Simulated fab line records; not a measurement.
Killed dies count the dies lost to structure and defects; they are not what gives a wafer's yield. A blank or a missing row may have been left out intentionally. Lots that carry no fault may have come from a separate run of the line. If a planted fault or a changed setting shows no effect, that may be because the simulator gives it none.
A struck lot beside a sound one || flow n5Finfet || 16 steps out of a route of 1938
Sound: the wafers L988.1, L988.2, L988.5. Struck: wafer L106.1 (left out: L106.6, a lot-mate that was not struck); the cause follows at the end.
Per side, at each step with rows, come the tool, then ch with its chambers, and then its first start. Under that, the readings that differ: sound wafers || struck wafers || difference of the means || sigmas: that difference in standard deviations of wafers without a fault.
alike: same words and numbers on both sides, and readings whose means sit less than 2 such deviations apart. not compared: any withheld reading, any reading some wafer has no value for, any bound like >300 that may hide the same value, and any number with overlapping values for which the record gives no deviation.
Wherever a step has rows on one side only, a row that says differs or no value, or a row with sigmas, the two part there. Non-overlapping numbers with no deviation appear without sigmas and do not part them. A reading that every wafer of one side lacks parts them only if that side has two wafers or more.

N5_BEOL_M1_SPUTTER_92: material Cu, target thk 4.5 nm, time 8.29 s.
  sound: pvdSputter-01 at day 7 02:37; struck: pvdSputter-03 at day 11 09:15
  alike: susceptorTempC, throttleValvePct
then, 1 step without rows for these wafers: N5_BEOL_M1_ANNEAL_93 (time 240 s).
N5_BEOL_M1_SPUTTER_94: material Cu, target thk 4.5 nm, time 8.29 s.
  sound: pvdSputter-01 at day 7 02:50; struck: pvdSputter-03 at day 11 09:28
  alike: susceptorTempC, throttleValvePct
N5_BEOL_M1_ANNEAL_95: time 240 s.
  sound: pvdSputter-01 at day 7 02:55; struck: pvdSputter-03 at day 11 09:33
  alike: heaterPowerW, susceptorTempC, susceptor_temp_C_max
then, 3 steps without rows for these wafers: N5_BEOL_M1_SPUTTER_96 (material Cu, target thk 4.5 nm, time 8.29 s); N5_BEOL_M1_ECD_50 (material Cu, target thk 300 nm); N5_BEOL_M1_ANNEAL_51 (time 90 s).
N5_BEOL_M1_CMP_52: polishes, stops on SiOC, t overpolish 6.8 s, target thk 40 nm.
  sound on cmp-04 ch 0,2, day 7 03:49; struck on cmp-04 ch 3, day 11 10:13
  alike: barrierFieldEndpointS, motorCurrentA, overpolishRunS, timeToEndpointS
N5_BEOL_M1_THK_MEAS_53: measures by xrf.
  sound: filmMetro-02 at day 7 04:05; struck: filmMetro-01 at day 11 10:29
  alike: M1_THK
then, 1 step without rows for these wafers: N5_BEOL_M1_PRE_CLEAN_60 (time 15 s).
N5_BEOL_M1_CO_CAP_55: material Co, precursor CCTBA/H2, target thk 2 nm, time 102.1 s.
  sound on cvdCo-02 ch 0,1, day 7 04:10; struck on cvdCo-01 ch 1, day 11 10:34
  alike: heaterPowerOuterW, heaterPowerW, susceptorTempC
then, 1 step without rows for these wafers: N5_BEOL_M1_PRE_CLEAN_56 (time 15 s).
N5_BEOL_M1_DEP_57: deposits SiCN from 3MS/NH3, target thk 8 nm, time 14 s.
  sound on pecvd-04 ch 0,2, day 7 04:16; struck on pecvd-04 ch 1, day 11 10:41
{"reading": "model.SiCN_of_BEOL_M1_DEP_57.thkNm (nm)", "sound": "7.6 8.2 7.8", "struck": 4.2, "difference": -3.7, "sigmas": ""}
  alike: showerheadPlenumPTorr, throttleValvePct
N5_BEOL_M1_RS_MEAS_58: uses a four-point probe to measure.
  sound: filmMetro-02 at day 7 04:20; struck: filmMetro-01 at day 11 10:45
  alike: M1_RS
N5_BEOL_M4_RC_MEAS_101:
  sound on prober-01 ch 0, day 8 11:41; struck on prober-01 ch 0, day 12 19:22
{"reading": "VT_P (mV)", "sound": "-260 -255 -257", "struck": -250, "difference": "+7", "sigmas": "+2"}
  alike: DIBL_N, DIBL_P, IOFF_N, IOFF_P, ION_N, ION_P, SS_N, SS_P, VT_N
-- the record jumps here: 4 days lie between the struck wafers' starts before and after (it left off in module BEOL_M4 and takes up again in module PASSIVATION, whose first step shown is number 1936 of the route) --
N5_PASSIVATION_PROBE_49:
  sound: prober-01 at day 12 11:31; struck: prober-02 at day 17 02:43
{"reading": "killedAtOther", "sound": "4 9 5", "struck": 18, "difference": "+12", "sigmas": "+4"}
  alike: defectLimitedYield, killed_at_M0_to_M3, killed_at_M4_up, killedAtContacts, killedAtFrontEnd, killedDies, killedOpen, killedShort, sort_bin_5_function, sort_bin_6_memory, sort_bin_8_speed, sortNPass, sortYieldPct

== WHERE THEY PART ==
Last at N5_PASSIVATION_PROBE_49 as far as this record goes, first at N5_BEOL_M4_RC_MEAS_101.

WHY: the cause the simulator had injected
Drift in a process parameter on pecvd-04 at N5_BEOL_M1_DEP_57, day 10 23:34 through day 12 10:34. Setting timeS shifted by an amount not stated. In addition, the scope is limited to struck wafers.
